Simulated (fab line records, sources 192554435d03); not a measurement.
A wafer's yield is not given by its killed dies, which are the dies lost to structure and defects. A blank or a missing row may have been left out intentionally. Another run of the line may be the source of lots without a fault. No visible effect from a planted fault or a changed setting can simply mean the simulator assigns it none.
Struck lot and sound lot, side by side	flow n5_finfet	15 out of 1938 route steps
Sound: the wafers L483.1, L483.4, L483.6. Wafers struck: L496.2, L496.5, L496.6. At the end, the cause is stated.
For every step that has rows: the tool of each side, followed by ch and its chambers, followed by its first start. Under that, the readings that differ: sound wafers	struck wafers	difference of the means	sigmas: that difference in standard deviations of wafers without a fault.
alike: readings with means less than 2 such deviations apart, plus words and numbers identical on both sides. not compared: withheld readings, readings lacking a value on some wafer, bounds such as >300 that could conceal the same value, and numbers that have no deviation in the record and whose values overlap.
A row with sigmas, a row that says differs or no value, or rows on one side alone: a step with any of these is where the two part. Numbers that don't overlap but have no deviation are shown without sigmas and don't part them. A reading missing from all wafers of one side parts the sides only when that side holds two or more wafers.

first, 1 step without rows for these wafers: N5_BEOL_M0_TRENCH_ETCH_107 (etches SiOC in C4F6/O2, target depth 32.8 nm, time 16.4 s).
N5_BEOL_M0_STRIP_142: strips in N2/H2, time 10 s.
  sound on rie_diel-05 ch 0,3, day 6 22:41; struck on rie_diel-06 ch 1,2,3, day 9 07:20
  alike: drypump_motor_current_A, n2_flow_sccm, oes_product_au, rf_vpp_V, showerhead_plenum_p_Torr, throttle_valve_pct
  not compared: rf_hours_counter_h
N5_BEOL_M0_OCD_MEAS_108:
  sound: ocd-01 at day 6 22:46; struck: ocd-02 at day 9 07:25
  alike: trench_depth_nm
then, 2 steps without rows for these wafers: N5_BEOL_M0_HM_STRIP_129 (strips TiN in peroxide tin strip, target depth 17 nm, time 108 s); N5_BEOL_M0_SRD_130 (time 30 s).
N5_BEOL_M0_ETCH_109: etches SiCN in CH3F/O2, target depth 8 nm, overetch 2.4 nm, time 27.4 s.
  sound on rie_diel-05 ch 1,2,3, day 7 00:32; struck on rie_diel-06 ch 2,3, day 9 07:31
reading	sound	struck	difference	sigmas
drypump_motor_current_A (A)	6.3 5.8 5.9	5.3 5.1 5.3	-0.8	-2
  alike: oes_product_au, rf_vpp_V, showerhead_plenum_p_Torr, throttle_valve_pct
  not compared: rf_hours_counter_h
then, 2 steps without rows for these wafers: N5_BEOL_M0_STRIP_139 (strips in post etch residue remover, time 60 s); N5_BEOL_M0_SRD_111 (time 30 s).
N5_BEOL_M0_DEGAS_112: time 60 s.
  sound: pvd_sputter-02 at day 7 00:42; struck: pvd_sputter-02 at day 9 08:02
  alike: heater_power_w
then, 1 step without rows for these wafers: N5_BEOL_M0_PRE_CLEAN_113 (time 30 s).
N5_BEOL_M0_ALD_136: deposits TaN, pulse time 2 s, purge time 3 s, co reactant purge time 2 s.
  sound on ald_metal-03 ch 0,1,2, day 7 00:49; struck on ald_metal-03 ch 0,3, day 9 08:17
  alike: heater_power_w, precursor_vessel_temp_c
N5_BEOL_M0_SURFACE_TREAT_137:
  sound: pvd_sputter-01 at day 7 05:01; struck: pvd_sputter-01 at day 9 08:32
  not compared: throttle_valve_pct
N5_BEOL_M0_CVD_115: deposits Co from CCTBA/H2, time 120 s.
  sound on cvd_co-02 ch 0,1,2, day 7 05:17; struck on cvd_co-02 ch 0,1,2, day 9 08:37
reading	sound	struck	difference	sigmas
run_length_s (s)	142.7 143.5 143.3	99.2 99.2 99.1	-44.0	-66
then, 1 step without rows for these wafers: N5_BEOL_M0_SPUTTER_116 (material Cu, target thk 4 nm, time 7.37 s).
-- a jump in the record: the struck wafers' starts before and after are 2 days apart (it breaks off in module BEOL_M0 and resumes in module BEOL_M4, where the first step shown is number 1111 of the route) --
N5_BEOL_M4_RC_MEAS_101:
  sound on prober-01 ch 0, day 8 21:05; struck on prober-02 ch 0, day 11 20:29
  alike: DIBL_N, DIBL_P, IOFF_N, IOFF_P, ION_N, ION_P, SS_N, SS_P, VT_N, VT_P

## WHERE THEY PART
First at N5_BEOL_M0_ETCH_109; last, within this record, at N5_BEOL_M0_CVD_115. Later steps at which nothing parts them and some readings are alike: N5_BEOL_M4_RC_MEAS_101.

WHY: the cause the simulator had injected
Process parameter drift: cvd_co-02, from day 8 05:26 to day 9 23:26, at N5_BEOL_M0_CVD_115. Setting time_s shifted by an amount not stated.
